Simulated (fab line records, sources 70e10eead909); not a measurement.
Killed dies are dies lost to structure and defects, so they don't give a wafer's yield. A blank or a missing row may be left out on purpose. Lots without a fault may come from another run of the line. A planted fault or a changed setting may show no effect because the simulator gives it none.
Chamber matching | flow nand_harc | NHARC_A_WL_FILL_ALD_02 on ald_metal-03: 4 sister chambers
The step deposits TiN, target thk 2 nm, pulse time 3 s, ald cycles 100. 27 wafers are shown with their chamber, then 12 later ones without.

WAFERS WITH THEIR CHAMBER
wafer  | chamber | heater_power_w (W) | precursor_pulse_height_rel
L074.1 | 2       | 1075               | 1.007
L074.2 | 3       | 946                | 1.008
L074.6 | 3       | 943                | 1.001
L075.1 | 1       | 1015               | 0.970
L075.4 | 0       | 1107               | 0.979
L075.5 | 1       | 1044               | 1.012
L078.1 | 0       | 1142               | 1.015
L078.2 | 1       | 1011               | 0.985
L078.6 | 3       | 940                | 1.015
L078.3 | 3       | 963                | 1.039
L078.4 | 1       | 1038               | 0.980
L078.5 | 0       | 1133               | 1.025
L079.2 | 1       | 1039               | 0.961
L079.4 | 0       | 1113               | 0.966
L079.5 | 1       | 1032               | 0.983
L080.1 | 0       | 1139               | 0.975
L080.2 | 2       | 1095               | 0.987
L080.6 | 2       | 1085               | 1.002
L082.3 | 0       | 1136               | 1.005
L082.4 | 2       | 1031               | 1.013
L082.5 | 3       | 941                | 0.982
L083.1 | 2       | 1043               | 0.983
L083.2 | 3       | 950                | 0.983
L083.5 | 0       | 1091               | 0.986
L085.2 | 2       | 1062               | 1.017
L085.3 | 0       | 1120               | 0.991
L085.6 | 0       | 1115               | 0.999

SIGNATURES (means of the wafers above)
reading                    | chamber 0 | chamber 1 | chamber 2 | chamber 3 | scatter within a chamber
heater_power_w             | 1121.78   | 1029.83   | 1065.17   | 947.17    | 17
precursor_pulse_height_rel | 0.99344   | 0.98183   | 1.00150   | 1.00467   | 0.0183
Rule: a wafer's distance from a chamber is the root of the sum, over the readings, of the square of ((its reading less the chamber's mean) divided by the reading's scatter). The wafer belongs to the nearest chamber; if the next one is less than 2 further off, it can't be placed. The scatter: the root of (the sum of the squares of (reading less its chamber's mean) over the shown wafers, divided by (wafers less chambers)).

WAFERS WITHOUT THEIR CHAMBER
wafer  | heater_power_w (W) | precursor_pulse_height_rel
L091.2 | 1071               | 0.968
L091.3 | 926                | 1.063
L091.4 | 1121               | 1.018
L093.1 | 1094               | 0.977
L093.2 | 911                | 1.021
L093.5 | 1063               | 0.964
L096.1 | 1059               | 1.014
L096.4 | 1137               | 1.012
L096.6 | 933                | 1.007
L096.2 | 1026               | 0.999
L096.3 | 950                | 1.004
L096.5 | 1061               | 0.992

WHICH CHAMBER EACH WENT THROUGH
wafer  | from the rows above          | in truth
L091.2 | can't be placed: 2 or 1 or 0 | 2
L091.3 | 3                            | 3
L091.4 | 0                            | 0
L093.1 | can't be placed: 0 or 2 or 1 | 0
L093.2 | 3                            | 3
L093.5 | can't be placed: 2 or 1 or 0 | 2
L096.1 | can't be placed: 2 or 1      | 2
L096.4 | 0                            | 0
L096.6 | 3                            | 3
L096.2 | can't be placed: 1 or 2      | 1
L096.3 | 3                            | 3
L096.5 | can't be placed: 2 or 1      | 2
Placed correctly: 6 of 12. Can't be placed from these rows: 6 (the true chamber is among the candidates in 6). Placed wrongly: 0.
